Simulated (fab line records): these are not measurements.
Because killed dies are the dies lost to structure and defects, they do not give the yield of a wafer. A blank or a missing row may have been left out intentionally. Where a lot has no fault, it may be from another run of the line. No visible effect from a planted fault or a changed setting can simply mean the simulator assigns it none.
Split-lot experiment :: flow n5-finfet :: on a route of 1938 steps: 7 lots, 21 wafers read

## THE SPLIT ITSELF
At N5_BEOL_M13_ETCH_59 (etches BARC in N2/H2, target depth 89 nm, overetch 26.7 nm, time 67.9 s), the setting time-s was moved away from the recipe's 67.9 s on 8 of the 21 wafers read, by -21.3% to +12.5%. The other wafers ran this setting at the recipe's value.

The reading is taken at the split's own step.

## THE READING
coat_of_BEOL_M13_COAT_04.thk-nm (the simulator's own value, which no gauge read), in nm, at N5_BEOL_M13_ETCH_59 (etches BARC in N2/H2, target depth 89 nm, overetch 26.7 nm, time 67.9 s). The file does not state a usual value for it. The 13 wafers here that ran the recipe average 318.0 nm, standard deviation 1.6 nm.

wafer: L077.1
tool, chamber at the split: rie-diel-01, 1
time-s as run, s: 67.9
against the recipe: recipe
coat_of_BEOL_M13_COAT_04.thk-nm, nm: 317.4
against lot-mates on the recipe: -

wafer: L077.2
tool, chamber at the split: rie-diel-01, 3
time-s as run, s: 67.9
against the recipe: recipe
coat_of_BEOL_M13_COAT_04.thk-nm, nm: 316.2
against lot-mates on the recipe: -

wafer: L077.3
tool, chamber at the split: rie-diel-01, 0
time-s as run, s: 67.9
against the recipe: recipe
coat_of_BEOL_M13_COAT_04.thk-nm, nm: 316.6
against lot-mates on the recipe: -

wafer: L078.3
tool, chamber at the split: rie-diel-03, 0
time-s as run, s: 67.9
against the recipe: recipe
coat_of_BEOL_M13_COAT_04.thk-nm, nm: 318
against lot-mates on the recipe: -

wafer: L078.4
tool, chamber at the split: rie-diel-03, 1
time-s as run, s: 67.9
against the recipe: recipe
coat_of_BEOL_M13_COAT_04.thk-nm, nm: 317.2
against lot-mates on the recipe: -

wafer: L078.5
tool, chamber at the split: rie-diel-03, 0
time-s as run, s: 74.75
against the recipe: +10.1%
coat_of_BEOL_M13_COAT_04.thk-nm, nm: 310.8
against lot-mates on the recipe: -6.8

wafer: L079.2
tool, chamber at the split: rie-diel-03, 1
time-s as run, s: 67.9
against the recipe: recipe
coat_of_BEOL_M13_COAT_04.thk-nm, nm: 318.2
against lot-mates on the recipe: -

wafer: L079.4
tool, chamber at the split: rie-diel-03, 0
time-s as run, s: 71.89
against the recipe: +5.9%
coat_of_BEOL_M13_COAT_04.thk-nm, nm: 313.6
against lot-mates on the recipe: -4.6

wafer: L079.5
tool, chamber at the split: rie-diel-03, 1
time-s as run, s: 71.89
against the recipe: +5.9%
coat_of_BEOL_M13_COAT_04.thk-nm, nm: 313.4
against lot-mates on the recipe: -4.8

wafer: L080.3
tool, chamber at the split: rie-diel-03, 3
time-s as run, s: 67.9
against the recipe: recipe
coat_of_BEOL_M13_COAT_04.thk-nm, nm: 317.8
against lot-mates on the recipe: -

wafer: L080.4
tool, chamber at the split: rie-diel-03, 2
time-s as run, s: 71.88
against the recipe: +5.9%
coat_of_BEOL_M13_COAT_04.thk-nm, nm: 313.6
against lot-mates on the recipe: -3.7

wafer: L080.5
tool, chamber at the split: rie-diel-03, 1
time-s as run, s: 67.9
against the recipe: recipe
coat_of_BEOL_M13_COAT_04.thk-nm, nm: 316.8
against lot-mates on the recipe: -

wafer: L091.4
tool, chamber at the split: rie-diel-02, 2
time-s as run, s: 67.9
against the recipe: recipe
coat_of_BEOL_M13_COAT_04.thk-nm, nm: 317.4
against lot-mates on the recipe: -

wafer: L091.5
tool, chamber at the split: rie-diel-02, 3
time-s as run, s: 76.38
against the recipe: +12.5%
coat_of_BEOL_M13_COAT_04.thk-nm, nm: 310.2
against lot-mates on the recipe: -7.2

wafer: L091.6
tool, chamber at the split: rie-diel-02, 0
time-s as run, s: 76.38
against the recipe: +12.5%
coat_of_BEOL_M13_COAT_04.thk-nm, nm: 315.4
against lot-mates on the recipe: -2.0

wafer: L094.2
tool, chamber at the split: rie-diel-02, 3
time-s as run, s: 67.9
against the recipe: recipe
coat_of_BEOL_M13_COAT_04.thk-nm, nm: 320
against lot-mates on the recipe: -

wafer: L094.3
tool, chamber at the split: rie-diel-02, 2
time-s as run, s: 67.9
against the recipe: recipe
coat_of_BEOL_M13_COAT_04.thk-nm, nm: 318.2
against lot-mates on the recipe: -

wafer: L094.4
tool, chamber at the split: rie-diel-02, 0
time-s as run, s: 67.9
against the recipe: recipe
coat_of_BEOL_M13_COAT_04.thk-nm, nm: 322.6
against lot-mates on the recipe: -

wafer: L095.2
tool, chamber at the split: rie-diel-03, 0
time-s as run, s: 53.47
against the recipe: -21.3%
coat_of_BEOL_M13_COAT_04.thk-nm, nm: 328.6
against lot-mates on the recipe: +11.4

wafer: L095.3
tool, chamber at the split: rie-diel-03, 1
time-s as run, s: 53.47
against the recipe: -21.3%
coat_of_BEOL_M13_COAT_04.thk-nm, nm: 329.4
against lot-mates on the recipe: +12.2

wafer: L095.5
tool, chamber at the split: rie-diel-03, 1
time-s as run, s: 67.9
against the recipe: recipe
coat_of_BEOL_M13_COAT_04.thk-nm, nm: 317.2
against lot-mates on the recipe: -

THE FIT
A straight line over all 21 wafers: coat_of_BEOL_M13_COAT_04.thk-nm changes by -0.526 nm for each +1% of time-s; r = -0.93; the points scatter about the line by 1.8 nm.
The same after taking each lot's own level away (the mean of its wafers on the recipe; 21 wafers): -0.536 nm for each +1%; r = -0.95; scatter 1.5 nm.
The reading moves by 11 nm for the largest change in time-s, on that fit.
Measured against the standard deviation above, the lots' own levels, which go from 316.73 to 320.27 nm, span 2.2 times it.
Hence the lot-to-lot level has little effect on the slope; both slopes agree.
Check: with one of the wafers moved furthest among these (-21.3%) left out of the fit, the line predicts +11.4 nm for it against its lot-mates. It came out at +11.4 nm against them.

## ADDITIONAL SPLITS CARRIED BY THESE WAFERS
These wafers also went through other splits before the reading. Each is held against what the fit with the lots' levels taken away leaves over:
other split on the same wafers: N5_BEOL_M11_COAT_63 spin-rpm
wafers away from the commonest value: 8
r with coat_of_BEOL_M13_COAT_04.thk-nm (lot level and that fit taken away): +0.13

other split on the same wafers: N5_BEOL_M11_TRENCH_ETCH_37 time-s
wafers away from the commonest value: 8
r with coat_of_BEOL_M13_COAT_04.thk-nm (lot level and that fit taken away): +0.24

other split on the same wafers: N5_BEOL_M11_ALD_74 ald-cycles
wafers away from the commonest value: 4
r with coat_of_BEOL_M13_COAT_04.thk-nm (lot level and that fit taken away): +0.24

## THE FILE'S OWN FIT
coat_of_BEOL_M13_COAT_04.thk-nm changes by -0.548 nm for each +1% of time-s, r = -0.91.
